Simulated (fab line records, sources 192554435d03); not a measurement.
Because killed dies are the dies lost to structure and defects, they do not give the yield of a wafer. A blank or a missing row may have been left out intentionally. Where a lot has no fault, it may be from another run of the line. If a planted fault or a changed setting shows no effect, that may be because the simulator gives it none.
Split-lot study ; flow n5 finfet ; 39 wafers read from 7 lots, route of 1938 steps

== ON THE SPLIT ==
At N5_BEOL_M13_ILD_DEP_00 (deposits SiOC from DEMS/O2, target thk 837.92 nm, time 166.4 s), the setting target thk a was moved away from the recipe's 8379.2 angstrom on 12 of the 39 wafers read, by -58.6% to -26.7%. The other wafers ran this setting at the recipe's value.

== FROM THE SPLIT TO THE READING: what the file shows between them, 6 steps ==
- N5_BEOL_M13_THK_MEAS_01
- N5_BEOL_M13_COAT_58: time 60 s, resist thk 89 nm
- N5_BEOL_M13_COAT_04: resist thk 400 nm
- N5_BEOL_M13_DESCUM_15: chemistry O2, time 7.9 s
- N5_BEOL_M13_ETCH_59: etches BARC in N2/H2, target depth 89 nm, overetch 26.7 nm, time 67.9 s
- N5_BEOL_M13_VIA_ETCH_16: etches SiOC in C4F8/O2/Ar, target depth 921.7 nm

== THE READING ==
oes product au, in a.u., at N5_BEOL_M13_STRIP_63 (strips in N2/H2). On this fab line, fault-free wafers typically give 0.674 a.u. with a standard deviation of 0.0047 a.u.

wafer;tool, chamber at the split;target thk a as run, angstrom;against the recipe;oes product au, a.u.;against lot-mates on the recipe
L074.1;pecvd-04, 0;4781;-42.9%;0.722;+0.047
L074.2;pecvd-04, 1;8379.2;recipe;0.671;-
L074.3;pecvd-04, 2;4781;-42.9%;0.722;+0.047
L074.4;pecvd-04, 2;8379.2;recipe;0.680;-
L074.5;pecvd-04, 0;8379.2;recipe;0.675;-
L074.6;pecvd-04, 1;4781;-42.9%;0.716;+0.041
L078.1;pecvd-03, 0;8379.2;recipe;0.669;-
L078.2;pecvd-03, 2;8379.2;recipe;0.677;-
L078.3;pecvd-03, 1;8379.2;recipe;0.670;-
L078.4;pecvd-03, 1;8379.2;recipe;0.669;-
L078.5;pecvd-03, 0;8379.2;recipe;0.673;-
L078.6;pecvd-03, 2;8379.2;recipe;0.667;-
L079.1;pecvd-03, 0;8379.2;recipe;0.668;-
L079.2;pecvd-03, 2;8379.2;recipe;0.673;-
L079.3;pecvd-03, 1;3466;-58.6%;0.809;+0.136
L079.4;pecvd-03, 1;8379.2;recipe;0.679;-
L079.5;pecvd-03, 0;3466;-58.6%;0.804;+0.131
L079.6;pecvd-03, 2;3466;-58.6%;0.810;+0.137
L082.2;pecvd-04, 1;8379.2;recipe;0.670;-
L082.3;pecvd-04, 0;8379.2;recipe;0.677;-
L082.6;pecvd-04, 2;8379.2;recipe;0.670;-
L085.1;pecvd-02, 2;3588;-57.2%;0.804;+0.129
L085.2;pecvd-02, 0;8379.2;recipe;0.678;-
L085.3;pecvd-02, 1;8379.2;recipe;0.675;-
L085.4;pecvd-02, 0;8379.2;recipe;0.673;-
L085.5;pecvd-02, 2;3588;-57.2%;0.795;+0.120
L085.6;pecvd-02, 1;3588;-57.2%;0.814;+0.139
L089.1;pecvd-02, 2;6142;-26.7%;0.690;+0.014
L089.2;pecvd-02, 1;6142;-26.7%;0.699;+0.023
L089.3;pecvd-02, 0;8379.2;recipe;0.676;-
L089.4;pecvd-02, 2;6142;-26.7%;0.695;+0.019
L089.5;pecvd-02, 1;8379.2;recipe;0.681;-
L089.6;pecvd-02, 0;8379.2;recipe;0.672;-
L090.1;pecvd-04, 1;8379.2;recipe;0.679;-
L090.2;pecvd-04, 2;8379.2;recipe;0.674;-
L090.3;pecvd-04, 0;8379.2;recipe;0.675;-
L090.4;pecvd-04, 0;8379.2;recipe;0.673;-
L090.5;pecvd-04, 2;8379.2;recipe;0.676;-
L090.6;pecvd-04, 1;8379.2;recipe;0.679;-

THE FIT
A straight line over all 39 wafers: oes product au changes by -0.00198 a.u. for each +1% of target thk a; r = -0.94; the points scatter about the line by 0.016 a.u.
The same after taking each lot's own level away (the mean of its wafers on the recipe; 39 wafers): -0.00196 a.u. for each +1%; r = -0.94; scatter 0.017 a.u.
The reading moves by 0.12 a.u. for the largest change in target thk a, on that fit.
The lots' own levels span 0.6708 to 0.6763 a.u., that is 1.2 times the standard deviation above.
The two slopes are in agreement: the lot-to-lot level therefore moves the slope only a little.
Check: for one of the wafers moved furthest among these (-58.6%), held out of the fit, the line's prediction against its lot-mates is +0.109 a.u. It came out at +0.136 a.u. against them.

== THE WHOLE CHAIN: every reading that the file lists as answering this split, in the file's order ==
step;what it does;reading;change (the file's fit);r (the file's)
N5_BEOL_M13_ILD_DEP_00;deposits SiOC from DEMS/O2, target thk 837.92 nm, time 166.4 s;SiOC_of_BEOL_M13_ILD_DEP_00.thk nm (the simulator's own value, which no gauge read);+8.19 nm for each +1% of the setting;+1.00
N5_BEOL_M13_THK_MEAS_01;;M13_ILD_THK;+8.2 for each +1% of the setting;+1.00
N5_BEOL_M13_VIA_ETCH_16;etches SiOC in C4F8/O2/Ar, target depth 921.7 nm;etch.depth nm (the simulator's own value, which no gauge read);+8.19 nm for each +1% of the setting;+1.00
N5_BEOL_M13_VIA_ETCH_16;etches SiOC in C4F8/O2/Ar, target depth 921.7 nm;coat_of_BEOL_M13_COAT_04.thk nm (the simulator's own value, which no gauge read);-2.39 nm for each +1% of the setting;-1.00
N5_BEOL_M13_STRIP_63;strips in N2/H2;oes product au;-0.00191 a.u. for each +1% of the setting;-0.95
N5_BEOL_M13_STRIP_63;strips in N2/H2;strip time to endpoint s;withheld for each +1% of the setting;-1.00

== FILE'S OWN FIT ==
oes product au changes by -0.00191 a.u. for each +1% of target thk a, r = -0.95.
